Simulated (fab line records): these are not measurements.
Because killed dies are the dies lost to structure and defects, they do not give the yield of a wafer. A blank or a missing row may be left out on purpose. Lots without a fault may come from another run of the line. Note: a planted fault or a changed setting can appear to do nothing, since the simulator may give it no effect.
Which tool did it? || flow nand_harc || Sampling: 12 lots, 36 wafers, 5 of 1302 route steps

## WHAT THE GAUGES SHOWED, per wafer
NHARC_END_SORT_01.
{"lot": "L815", "measured": "day 30 14:55", "on": "prober-02", "killed_at_array": "83 675 76", "killed_at_other": "1 1 0", "killed_at_periphery": "2 1 4", "killed_dies": "86 677 80", "killed_open": "2 2 7", "killed_short": "4 1 2"}
{"lot": "L816", "measured": "day 31 03:48", "on": "prober-01", "killed_at_array": "51 669 668", "killed_at_other": "1 2 4", "killed_at_periphery": "5 6 5", "killed_dies": "57 677 677", "killed_open": "2 5 5", "killed_short": "2 3 2"}

## WHAT TOOL EACH LOT RAN ON (gives the tool, then ch and the chambers of the sampled wafers, and finally the start)
{"lot": "L800", "NHARC_A_STAIRCASE_STRIP_171": "plasma_asher-02 ch 0,1, day 15 12:38", "NHARC_A_STAIRCASE_ETCH_13": "rie_diel-04 ch 0,1,3, day 15 14:52 or earlier", "NHARC_A_STAIRCASE_TRIM_18": "rie_diel-04 ch 0,2,3, day 15 14:52", "NHARC_A_STAIRCASE_ETCH_19": "rie_diel-04 ch 1,3, no start"}
{"lot": "L801", "NHARC_A_STAIRCASE_STRIP_171": "plasma_asher-01 ch 0,1, day 15 15:52", "NHARC_A_STAIRCASE_ETCH_13": "rie_diel-08 ch 0,1,2, day 15 18:19 or earlier", "NHARC_A_STAIRCASE_TRIM_18": "rie_diel-08 ch 0,1,3, day 15 18:19", "NHARC_A_STAIRCASE_ETCH_19": "rie_diel-08 ch 0,1,2, no start"}
{"lot": "L802", "NHARC_A_STAIRCASE_STRIP_171": "plasma_asher-02 ch 0,1, day 16 05:40", "NHARC_A_STAIRCASE_ETCH_13": "rie_diel-04 ch 2,3, day 16 07:54 or earlier", "NHARC_A_STAIRCASE_TRIM_18": "rie_diel-04 ch 0,2, day 16 07:54", "NHARC_A_STAIRCASE_ETCH_19": "rie_diel-04 ch 1,2,3, no start"}
{"lot": "L803", "NHARC_A_STAIRCASE_STRIP_171": "plasma_asher-01 ch 0,1, day 16 19:35", "NHARC_A_STAIRCASE_ETCH_13": "rie_diel-04 ch 1,3, day 16 21:53 or earlier", "NHARC_A_STAIRCASE_TRIM_18": "rie_diel-04 ch 1,3, day 16 21:53", "NHARC_A_STAIRCASE_ETCH_19": "rie_diel-04 ch 1,2,3, no start"}
{"lot": "L804", "NHARC_A_STAIRCASE_STRIP_171": "plasma_asher-02 ch 0,1, day 17 04:52", "NHARC_A_STAIRCASE_ETCH_13": "rie_diel-07 ch 1,3, day 17 09:59 or earlier", "NHARC_A_STAIRCASE_TRIM_18": "rie_diel-07 ch 0,1,3, day 17 09:59", "NHARC_A_STAIRCASE_ETCH_19": "rie_diel-07 ch 0,1,3, no start"}
{"lot": "L815", "NHARC_A_STAIRCASE_STRIP_171": "plasma_asher-01 ch 0,1, day 21 17:16", "NHARC_A_STAIRCASE_ETCH_13": "rie_diel-07 ch 1,2,3, day 21 19:34 or earlier", "NHARC_A_STAIRCASE_TRIM_18": "rie_diel-07 ch 0,2, day 21 19:34", "NHARC_A_STAIRCASE_ETCH_19": "rie_diel-07 ch 0,1,2, day 30 14:55 or earlier"}
{"lot": "L816", "NHARC_A_STAIRCASE_STRIP_171": "plasma_asher-02 ch 0,1, day 22 06:35", "NHARC_A_STAIRCASE_ETCH_13": "rie_diel-07 ch 0,2, day 22 08:48 or earlier", "NHARC_A_STAIRCASE_TRIM_18": "rie_diel-07 ch 0,3, day 22 08:48", "NHARC_A_STAIRCASE_ETCH_19": "rie_diel-07 ch 2,3, day 31 03:48 or earlier"}
{"lot": "L818", "NHARC_A_STAIRCASE_STRIP_171": "plasma_asher-01 ch 0,1, day 22 13:50", "NHARC_A_STAIRCASE_ETCH_13": "rie_diel-08 ch 0,3, day 22 16:13 or earlier", "NHARC_A_STAIRCASE_TRIM_18": "rie_diel-08 ch 0,1, day 22 16:13", "NHARC_A_STAIRCASE_ETCH_19": "rie_diel-08 ch 0,2,3, no start"}
{"lot": "L820", "NHARC_A_STAIRCASE_STRIP_171": "plasma_asher-01 ch 0,1, day 24 02:08", "NHARC_A_STAIRCASE_ETCH_13": "rie_diel-04 ch 0,1, day 24 04:35 or earlier", "NHARC_A_STAIRCASE_TRIM_18": "rie_diel-04 ch 0,1,3, day 24 04:35", "NHARC_A_STAIRCASE_ETCH_19": "rie_diel-04 ch 1,3, no start"}
{"lot": "L821", "NHARC_A_STAIRCASE_STRIP_171": "plasma_asher-01 ch 0,1, day 24 10:02", "NHARC_A_STAIRCASE_ETCH_13": "rie_diel-08 ch 1,3, day 24 12:14 or earlier", "NHARC_A_STAIRCASE_TRIM_18": "rie_diel-08 ch 0,1,2, day 24 12:14", "NHARC_A_STAIRCASE_ETCH_19": "rie_diel-08 ch 1,2, no start"}
{"lot": "L822", "NHARC_A_STAIRCASE_STRIP_171": "plasma_asher-02 ch 0,1, day 25 09:04", "NHARC_A_STAIRCASE_ETCH_13": "rie_diel-07 ch 1,2,3, day 25 13:01 or earlier", "NHARC_A_STAIRCASE_TRIM_18": "rie_diel-07 ch 0,1,3, day 25 13:01", "NHARC_A_STAIRCASE_ETCH_19": "rie_diel-07 ch 0,1,3, no start"}
{"lot": "L823", "NHARC_A_STAIRCASE_STRIP_171": "plasma_asher-01 ch 0,1, day 25 09:15", "NHARC_A_STAIRCASE_ETCH_13": "rie_diel-07 ch 0,1,3, day 25 13:04 or earlier", "NHARC_A_STAIRCASE_TRIM_18": "rie_diel-07 ch 1,2, day 25 13:04", "NHARC_A_STAIRCASE_ETCH_19": "rie_diel-07 ch 0,3, no start"}
- NHARC_A_STAIRCASE_STRIP_171: strips in O2.
- NHARC_A_STAIRCASE_ETCH_13: etches the open film in C4F8/O2, target depth 100 nm, time 40.5 s.
- NHARC_A_STAIRCASE_TRIM_18: chemistry O2, time 211.2 s.
- NHARC_A_STAIRCASE_ETCH_19: etches the open film in C4F8/O2, target depth 100 nm, time 40.5 s.

## WHAT THE TOOLS THEMSELVES READ (means of the sampled wafers that have a number; where no wafer has one, the mark that the record gives instead)
NHARC_A_STAIRCASE_STRIP_171.
{"lot": "L800", "tool": "plasma_asher-02", "drypump_motor_current_A (A)": 5.4, "heater_power_w (W)": 324}
{"lot": "L801", "tool": "plasma_asher-01", "drypump_motor_current_A (A)": 6.0, "heater_power_w (W)": 376}
{"lot": "L802", "tool": "plasma_asher-02", "drypump_motor_current_A (A)": 5.4, "heater_power_w (W)": 324}
{"lot": "L803", "tool": "plasma_asher-01", "drypump_motor_current_A (A)": 6.1, "heater_power_w (W)": 363}
{"lot": "L804", "tool": "plasma_asher-02", "drypump_motor_current_A (A)": 5.4, "heater_power_w (W)": 335}
{"lot": "L815", "tool": "plasma_asher-01", "drypump_motor_current_A (A)": 6.1, "heater_power_w (W)": 358}
{"lot": "L816", "tool": "plasma_asher-02", "drypump_motor_current_A (A)": 5.4, "heater_power_w (W)": 339}
{"lot": "L818", "tool": "plasma_asher-01", "drypump_motor_current_A (A)": 6.1, "heater_power_w (W)": 360}
{"lot": "L820", "tool": "plasma_asher-01", "drypump_motor_current_A (A)": 6.0, "heater_power_w (W)": 377}
{"lot": "L821", "tool": "plasma_asher-01", "drypump_motor_current_A (A)": 6.1, "heater_power_w (W)": 356}
{"lot": "L822", "tool": "plasma_asher-02", "drypump_motor_current_A (A)": 5.4, "heater_power_w (W)": 334}
{"lot": "L823", "tool": "plasma_asher-01", "drypump_motor_current_A (A)": 6.0, "heater_power_w (W)": 375}

NHARC_A_STAIRCASE_ETCH_13.
{"lot": "L800", "tool": "rie_diel-04", "oes_product_au (a.u.)": 0.939, "rf_vpp_V (V)": 892}
{"lot": "L801", "tool": "rie_diel-08", "oes_product_au (a.u.)": 0.951, "rf_vpp_V (V)": 900}
{"lot": "L802", "tool": "rie_diel-04", "oes_product_au (a.u.)": 0.949, "rf_vpp_V (V)": 891}
{"lot": "L803", "tool": "rie_diel-04", "oes_product_au (a.u.)": 0.954, "rf_vpp_V (V)": 897}
{"lot": "L804", "tool": "rie_diel-07", "oes_product_au (a.u.)": 0.940, "rf_vpp_V (V)": 897}
{"lot": "L815", "tool": "rie_diel-07", "oes_product_au (a.u.)": 0.955, "rf_vpp_V (V)": 897}
{"lot": "L816", "tool": "rie_diel-07", "oes_product_au (a.u.)": 0.950, "rf_vpp_V (V)": 894}
{"lot": "L818", "tool": "rie_diel-08", "oes_product_au (a.u.)": 0.958, "rf_vpp_V (V)": 899}
{"lot": "L820", "tool": "rie_diel-04", "oes_product_au (a.u.)": 0.939, "rf_vpp_V (V)": 902}
{"lot": "L821", "tool": "rie_diel-08", "oes_product_au (a.u.)": 0.961, "rf_vpp_V (V)": 904}
{"lot": "L822", "tool": "rie_diel-07", "oes_product_au (a.u.)": 0.925, "rf_vpp_V (V)": 897}
{"lot": "L823", "tool": "rie_diel-07", "oes_product_au (a.u.)": 0.930, "rf_vpp_V (V)": 893}

NHARC_A_STAIRCASE_TRIM_18.
{"lot": "L800", "tool": "rie_diel-04", "drypump_motor_current_A (A)": 6.0, "oes_product_au (a.u.)": 1.007, "rf_vpp_V (V)": 57.6, "run_length_s (s)": 232.3, "showerhead_plenum_p_Torr (Torr)": 3.39, "throttle_valve_pct (%)": 17.035}
{"lot": "L801", "tool": "rie_diel-08", "drypump_motor_current_A (A)": 6.0, "oes_product_au (a.u.)": 1.003, "rf_vpp_V (V)": 57.5, "run_length_s (s)": 232.6, "showerhead_plenum_p_Torr (Torr)": 3.72, "throttle_valve_pct (%)": 17.040}
{"lot": "L802", "tool": "rie_diel-04", "drypump_motor_current_A (A)": 5.8, "oes_product_au (a.u.)": 0.989, "rf_vpp_V (V)": 57.4, "run_length_s (s)": 231.8, "showerhead_plenum_p_Torr (Torr)": 3.48, "throttle_valve_pct (%)": 17.038}
{"lot": "L803", "tool": "rie_diel-04", "drypump_motor_current_A (A)": 6.0, "oes_product_au (a.u.)": 1.006, "rf_vpp_V (V)": 57.9, "run_length_s (s)": 232.3, "showerhead_plenum_p_Torr (Torr)": 3.51, "throttle_valve_pct (%)": 17.033}
{"lot": "L804", "tool": "rie_diel-07", "drypump_motor_current_A (A)": 5.7, "oes_product_au (a.u.)": 0.988, "rf_vpp_V (V)": 58.0, "run_length_s (s)": 233.3, "showerhead_plenum_p_Torr (Torr)": 3.50, "throttle_valve_pct (%)": 17.039}
{"lot": "L815", "tool": "rie_diel-07", "drypump_motor_current_A (A)": 6.2, "oes_product_au (a.u.)": 0.994, "rf_vpp_V (V)": 57.6, "run_length_s (s)": 184.9, "showerhead_plenum_p_Torr (Torr)": 3.56, "throttle_valve_pct (%)": 17.040}
{"lot": "L816", "tool": "rie_diel-07", "drypump_motor_current_A (A)": 5.9, "oes_product_au (a.u.)": 0.986, "rf_vpp_V (V)": 56.5, "run_length_s (s)": 137.6, "showerhead_plenum_p_Torr (Torr)": 3.45, "throttle_valve_pct (%)": 17.033}
{"lot": "L818", "tool": "rie_diel-08", "drypump_motor_current_A (A)": 6.1, "oes_product_au (a.u.)": 1.015, "rf_vpp_V (V)": 57.5, "run_length_s (s)": 232.5, "showerhead_plenum_p_Torr (Torr)": 3.62, "throttle_valve_pct (%)": 17.038}
{"lot": "L820", "tool": "rie_diel-04", "drypump_motor_current_A (A)": 6.1, "oes_product_au (a.u.)": 1.001, "rf_vpp_V (V)": 58.2, "run_length_s (s)": 232.5, "showerhead_plenum_p_Torr (Torr)": 3.59, "throttle_valve_pct (%)": 17.045}
{"lot": "L821", "tool": "rie_diel-08", "drypump_motor_current_A (A)": 5.9, "oes_product_au (a.u.)": 0.988, "rf_vpp_V (V)": 58.7, "run_length_s (s)": 232.5, "showerhead_plenum_p_Torr (Torr)": 3.60, "throttle_valve_pct (%)": 17.040}
{"lot": "L822", "tool": "rie_diel-07", "drypump_motor_current_A (A)": 5.7, "oes_product_au (a.u.)": 0.992, "rf_vpp_V (V)": 57.8, "run_length_s (s)": 233.0, "showerhead_plenum_p_Torr (Torr)": 3.47, "throttle_valve_pct (%)": 17.036}
{"lot": "L823", "tool": "rie_diel-07", "drypump_motor_current_A (A)": 6.1, "oes_product_au (a.u.)": 1.001, "rf_vpp_V (V)": 58.2, "run_length_s (s)": 232.7, "showerhead_plenum_p_Torr (Torr)": 3.57, "throttle_valve_pct (%)": 17.032}

NHARC_A_STAIRCASE_ETCH_19.
{"lot": "L800", "tool": "rie_diel-04", "oes_product_au (a.u.)": 0.960, "rf_vpp_V (V)": 896}
{"lot": "L801", "tool": "rie_diel-08", "oes_product_au (a.u.)": 0.946, "rf_vpp_V (V)": 900}
{"lot": "L802", "tool": "rie_diel-04", "oes_product_au (a.u.)": 0.930, "rf_vpp_V (V)": 893}
{"lot": "L803", "tool": "rie_diel-04", "oes_product_au (a.u.)": 0.940, "rf_vpp_V (V)": 893}
{"lot": "L804", "tool": "rie_diel-07", "oes_product_au (a.u.)": 0.943, "rf_vpp_V (V)": 894}
{"lot": "L815", "tool": "rie_diel-07", "oes_product_au (a.u.)": 0.948, "rf_vpp_V (V)": 895}
{"lot": "L816", "tool": "rie_diel-07", "oes_product_au (a.u.)": 0.934, "rf_vpp_V (V)": 899}
{"lot": "L818", "tool": "rie_diel-08", "oes_product_au (a.u.)": 0.942, "rf_vpp_V (V)": 899}
{"lot": "L820", "tool": "rie_diel-04", "oes_product_au (a.u.)": 0.945, "rf_vpp_V (V)": 894}
{"lot": "L821", "tool": "rie_diel-08", "oes_product_au (a.u.)": 0.931, "rf_vpp_V (V)": 901}
{"lot": "L822", "tool": "rie_diel-07", "oes_product_au (a.u.)": 0.935, "rf_vpp_V (V)": 893}
{"lot": "L823", "tool": "rie_diel-07", "oes_product_au (a.u.)": 0.925, "rf_vpp_V (V)": 896}

## THE ANSWER, worked out from the rows above alone
Rule: the lots themselves supply what counts as usual. Put in order of their means at a reading, lots are off if they are a third of the lots or fewer, leave a main group of 4 or more, and stand apart from it by a gap of 3 or more times the standard deviation of the main group's means; of several such gaps the widest counts. A main group whose means are all the same, to the digits that the tables above print for the reading, isn't used. A lot without any number at a reading at which 4 lots or more have one is off too. Where the step has rows for the other lots, those lots are counted as sound. First the gauges in route order, then the tools' own readings, where a lot's mean is used as printed above. At the first step where some lot is off, the reading lying furthest off is the one used; lots without a number count as furthest.
Off at NHARC_A_STAIRCASE_TRIM_18 (run_length_s): L815, L816. Main group: mean 232.6 s, sd 0.39.
A tool fits if, at that step or a process step before it, it ran every lot that is off, and no sound lot after the first of them. Because NHARC_A_STAIRCASE_ETCH_13 lacks a start for some lots, the hours and order of its lots are taken from NHARC_A_STAIRCASE_TRIM_18. None of those tried fits.

## WHAT THE SIMULATOR HAD PUT IN
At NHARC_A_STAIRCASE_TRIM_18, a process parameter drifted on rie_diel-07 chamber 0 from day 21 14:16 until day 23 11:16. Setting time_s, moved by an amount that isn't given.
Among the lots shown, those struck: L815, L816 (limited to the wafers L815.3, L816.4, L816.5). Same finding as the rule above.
